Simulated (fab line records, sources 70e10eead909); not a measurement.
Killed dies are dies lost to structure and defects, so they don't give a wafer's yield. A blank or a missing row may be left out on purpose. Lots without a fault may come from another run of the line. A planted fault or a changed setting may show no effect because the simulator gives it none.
Which tool did it? | flow nand_harc | 12 lots, 36 wafers sampled, at 4 steps of a route of 1302

WHAT THE GAUGES READ, wafer by wafer
The record holds no reading of a measuring or inspecting step that can be judged against a usual standard deviation.

WHICH TOOL RAN EACH LOT (tool, then ch and the chambers of the sampled wafers, then the start)
lot  | NHARC_A_SLIT_DEP_00           | NHARC_A_SLIT_ETCH_24               | NHARC_A_WL_FILL_ALD_10           | NHARC_A_WL_FILL_CMP_12
L224 | acl_dep-01 ch 0, day 20 13:19 | rie_diel-12 ch 0,2, day 20 17:56   | ald_hk-03 ch 1,3, day 21 15:10   | cmp-03 ch 2,3, day 22 01:19
L223 | acl_dep-03 ch 0, day 20 19:52 | rie_diel-03 ch 0,1,2, day 20 23:24 | ald_hk-02 ch 2,3, day 21 23:51   | cmp-02 ch 0,1,2, day 22 10:05
L225 | acl_dep-01 ch 0, day 21 02:46 | rie_diel-12 ch 0,2,3, day 21 06:54 | ald_hk-02 ch 1,2,3, day 22 02:41 | cmp-04 ch 0,1,2, day 22 13:17
L227 | acl_dep-03 ch 0, day 22 07:11 | rie_diel-12 ch 0,3, day 22 11:56   | ald_hk-02 ch 0,2,3, day 23 09:04 | cmp-02 ch 0,1,2, day 23 21:12
L229 | acl_dep-01 ch 0, day 22 22:31 | rie_diel-02 ch 0,2, day 23 03:07   | ald_hk-02 ch 1,2,3, day 23 23:17 | cmp-02 ch 1,2,3, day 24 09:17
L236 | acl_dep-02 ch 0, day 25 03:52 | rie_diel-12 ch 1,2,3, day 25 08:34 | ald_hk-04 ch 2,3, day 26 04:29   | cmp-02 ch 0,2,3, day 26 15:05
L239 | acl_dep-03 ch 0, day 26 12:10 | rie_diel-02 ch 0,1,3, day 26 16:59 | ald_hk-04 ch 0,3, day 27 12:36   | cmp-02 ch 0,2,3, day 27 22:52
L237 | acl_dep-01 ch 0, day 26 15:15 | rie_diel-12 ch 0,2,3, day 26 19:59 | ald_hk-02 ch 1,3, day 27 16:28   | cmp-04 ch 1,2,3, day 28 02:01
L240 | acl_dep-02 ch 0, day 27 14:35 | rie_diel-02 ch 0,2,3, day 27 19:22 | ald_hk-02 ch 1,2,3, day 28 14:54 | cmp-03 ch 1,2,3, day 29 01:28
L242 | acl_dep-02 ch 0, day 28 19:40 | rie_diel-02 ch 0,1,2, day 28 23:49 | ald_hk-02 ch 0,1,2, day 29 21:04 | cmp-02 ch 0,2,3, day 30 07:37
L243 | acl_dep-01 ch 0, day 28 21:26 | rie_diel-02 ch 0,3, day 29 01:33   | ald_hk-04 ch 1,2, day 29 20:53   | cmp-04 ch 0,3, day 30 07:37
L244 | acl_dep-01 ch 0, day 29 07:49 | rie_diel-03 ch 0,1,3, day 29 12:34 | ald_hk-03 ch 0,2,3, day 30 09:59 | cmp-02 ch 0,1,3, day 30 20:42
- NHARC_A_SLIT_DEP_00: deposits aC, target thk 6200 nm.
- NHARC_A_SLIT_ETCH_24: etches the open film in CF4/CHF3, target depth 121 nm, time 60.5 s.
- NHARC_A_WL_FILL_ALD_10: deposits SiO2, target thk 50 nm, pulse time 10 s, ald cycles 500.
- NHARC_A_WL_FILL_CMP_12: polishes, t overpolish 30 s, target thk 100 nm.

WHAT THE TOOLS THEMSELVES READ (means of the sampled wafers that have a number; where no wafer has one, the mark that the record gives instead)
NHARC_A_SLIT_DEP_00. Usual: throttle_valve_pct 34.999 %, standard deviation 0.0093.
lot  | tool       | throttle_valve_pct (%) | flag
L224 | acl_dep-01 | 34.994                 |
L223 | acl_dep-03 | 34.993                 |
L225 | acl_dep-01 | 34.990                 |
L227 | acl_dep-03 | 35.005                 |
L229 | acl_dep-01 | 35.003                 |
L236 | acl_dep-02 | 34.993                 |
L239 | acl_dep-03 | 34.996                 |
L237 | acl_dep-01 | 35.001                 |
L240 | acl_dep-02 | 35.002                 |
L242 | acl_dep-02 | 35.006                 |
L243 | acl_dep-01 | 34.993                 |
L244 | acl_dep-01 | 35.004                 |

NHARC_A_SLIT_ETCH_24. Usual: drypump_motor_current_A 5.6 A, standard deviation 0.58; oes_product_au 0.960 a.u., standard deviation 0.02; rf_vpp_V 369.9 V, standard deviation 2.5; showerhead_plenum_p_Torr 1.56 Torr, standard deviation 0.072; throttle_valve_pct 16.802 %, standard deviation 0.0085.
lot  | tool        | drypump_motor_current_A (A) | oes_product_au (a.u.) | rf_vpp_V (V) | showerhead_plenum_p_Torr (Torr) | throttle_valve_pct (%) | flag
L224 | rie_diel-12 | 6.5                         | 0.963                 | 372.8        | 1.65                            | 16.800                 |
L223 | rie_diel-03 | 5.8                         | 0.962                 | 368.2        | 1.52                            | 16.802                 |
L225 | rie_diel-12 | 6.1                         | 0.973                 | 371.9        | 1.63                            | 16.799                 |
L227 | rie_diel-12 | 6.0                         | 0.956                 | 372.3        | 1.60                            | 16.800                 |
L229 | rie_diel-02 | 5.8                         | 0.957                 | 370.8        | 1.59                            | 16.797                 |
L236 | rie_diel-12 | 5.9                         | 0.949                 | 371.1        | 1.58                            | 16.800                 |
L239 | rie_diel-02 | 5.1                         | 0.975                 | 370.9        | 1.55                            | 16.808                 |
L237 | rie_diel-12 | 6.2                         | 0.965                 | 372.2        | 1.63                            | 16.808                 |
L240 | rie_diel-02 | 5.5                         | 0.971                 | 370.2        | 1.57                            | 16.805                 |
L242 | rie_diel-02 | 5.4                         | 0.966                 | 371.0        | 1.57                            | 16.796                 |
L243 | rie_diel-02 | 5.5                         | 0.986                 | 371.4        | 1.61                            | 16.808                 |
L244 | rie_diel-03 | 5.3                         | 0.957                 | 369.6        | 1.51                            | 16.805                 |

NHARC_A_WL_FILL_ALD_10. Usual: heater_power_w 446 W, standard deviation 38; precursor_pulse_height_rel 1.002, standard deviation 0.02.
lot  | tool      | heater_power_w (W) | precursor_pulse_height_rel | flag
L224 | ald_hk-03 | 504                | 0.993                      |
L223 | ald_hk-02 | 406                | 0.993                      |
L225 | ald_hk-02 | 428                | 1.006                      |
L227 | ald_hk-02 | 414                | 0.995                      |
L229 | ald_hk-02 | 425                | 0.994                      |
L236 | ald_hk-04 | 438                | 1.007                      |
L239 | ald_hk-04 | 435                | 1.013                      |
L237 | ald_hk-02 | 449                | 0.993                      |
L240 | ald_hk-02 | 431                | 1.004                      |
L242 | ald_hk-02 | 436                | 1.004                      |
L243 | ald_hk-04 | 434                | 0.999                      |
L244 | ald_hk-03 | 472                | 1.007                      |

NHARC_A_WL_FILL_CMP_12. Usual: motor_current_A 12.8 A, standard deviation 1; overpolish_run_s 29.999 s, standard deviation 0.0092; retaining_ring_pressure_frac 1.000, standard deviation 0.0051; time_to_endpoint_s 21 s, standard deviation 3.8.
lot  | tool   | motor_current_A (A) | overpolish_run_s (s) | retaining_ring_pressure_frac | time_to_endpoint_s (s) | flag
L224 | cmp-03 | 11.8                | 30.003               | 1.000                        | 19                     |
L223 | cmp-02 | 13.3                | 30.003               | 1.000                        | 21                     |
L225 | cmp-04 | 12.3                | 29.997               | 1.001                        | 18                     |
L227 | cmp-02 | 12.9                | 29.996               | 0.997                        | 20                     |
L229 | cmp-02 | 12.8                | 29.997               | 0.999                        | 25                     |
L236 | cmp-02 | 13.5                | 29.994               | 0.999                        | 18                     |
L239 | cmp-02 | 13.5                | 30.003               | 0.999                        | 24                     |
L237 | cmp-04 | 12.6                | 29.997               | 0.995                        | 18                     |
L240 | cmp-03 | 13.1                | 30.006               | 0.997                        | 17                     |
L242 | cmp-02 | 13.0                | 29.989               | 0.999                        | 23                     |
L243 | cmp-04 | 12.2                | 29.997               | 0.997                        | 20                     |
L244 | cmp-02 | 13.1                | 30.003               | 0.996                        | 23                     |

THE ANSWER, worked out from the rows above alone
Rule: a lot is off if the mean of its wafers that have a number lies more than 3 standard deviations from the usual mean. A lot without any number at a reading at which 4 lots or more have one is off too. The other lots that the step has rows for count as sound. The gauges are gone through in route order, then the tools' own readings, and for those a lot's mean is taken as printed above. The first step at which some lot is off is used, and at that step the reading that is off furthest; a lot without a number counts as furthest.
No lot is off at any reading shown: from this, nothing can be told.

WHAT THE SIMULATOR HAD PUT IN
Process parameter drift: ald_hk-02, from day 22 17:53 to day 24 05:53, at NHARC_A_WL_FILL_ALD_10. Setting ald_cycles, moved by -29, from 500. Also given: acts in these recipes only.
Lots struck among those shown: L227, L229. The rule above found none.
